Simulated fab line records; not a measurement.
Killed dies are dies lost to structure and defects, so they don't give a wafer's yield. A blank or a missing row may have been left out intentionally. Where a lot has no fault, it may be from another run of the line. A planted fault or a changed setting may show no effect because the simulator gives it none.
Chamber matching ; flow n5Finfet ; N5_BEOL_M5_DESCUM_16 on rieDiel-01 has 4 sister chambers
The step chemistry O2, time 7 s. 16 wafers are shown with their chamber, then 8 later ones without.

WAFERS PAIRED WITH THEIR CHAMBERS
wafer;chamber;drypumpMotorCurrentA (A);showerheadPlenumPTorr (Torr);throttleValvePct (%)
L082.1;0;5.2;2.09;20.75
L082.2;1;4.8;2.15;20.34
L082.4;3;5.9;2.01;20.72
L085.3;0;5.2;2.09;20.78
L085.5;3;5.9;2.01;20.73
L085.6;2;6.0;2.09;20.30
L087.3;2;6.0;2.09;20.32
L087.4;2;6.0;2.09;20.30
L087.5;3;5.9;2.01;20.74
L088.1;2;6.0;2.09;20.31
L088.3;3;5.9;2.01;20.74
L088.4;0;5.2;2.09;20.78
L093.2;0;5.2;2.09;20.78
L093.4;1;4.9;2.14;20.36
L093.6;1;4.8;2.14;20.38
L090.1;3;5.9;2.00;20.74

SIGNATURES (averages over the wafers above)
reading;chamber 0;chamber 1;chamber 2;chamber 3;scatter within a chamber
drypumpMotorCurrentA;5.200;4.833;6.000;5.900;0.0236
showerheadPlenumPTorr;2.0900;2.1433;2.0900;2.0080;0.0035
throttleValvePct;20.7725;20.3600;20.3075;20.7340;0.0131
Rule: a wafer lies at a distance from a chamber equal to the root of the sum of squares, over the readings, of (its reading less the chamber's mean, divided by the reading's scatter). If the next closest chamber is less than 2 further off than the closest, the wafer can't be placed; otherwise it belongs to the closest. How the scatter is found: for the shown wafers, subtract from each reading the mean of its chamber, square and add these, divide the total by (wafers less chambers), then take the root.

WAFERS WHOSE CHAMBER IS MISSING
wafer;drypumpMotorCurrentA (A);showerheadPlenumPTorr (Torr);throttleValvePct (%)
L090.3;5.2;2.09;20.77
L090.5;6.0;2.08;20.31
L091.3;4.8;2.14;20.36
L091.5;5.9;2.00;20.75
L091.6;5.2;2.08;20.79
L097.1;4.9;2.13;20.38
L097.3;6.0;2.08;20.34
L097.6;5.3;2.08;20.80

CHAMBER TAKEN BY EACH
wafer;from the rows above;in truth
L090.3;0;0
L090.5;2;2
L091.3;1;1
L091.5;3;3
L091.6;0;0
L097.1;1;1
L097.3;2;2
L097.6;0;0
8 of 8 placed correctly. From these rows, 0 cannot be placed. Wrongly placed: 0.
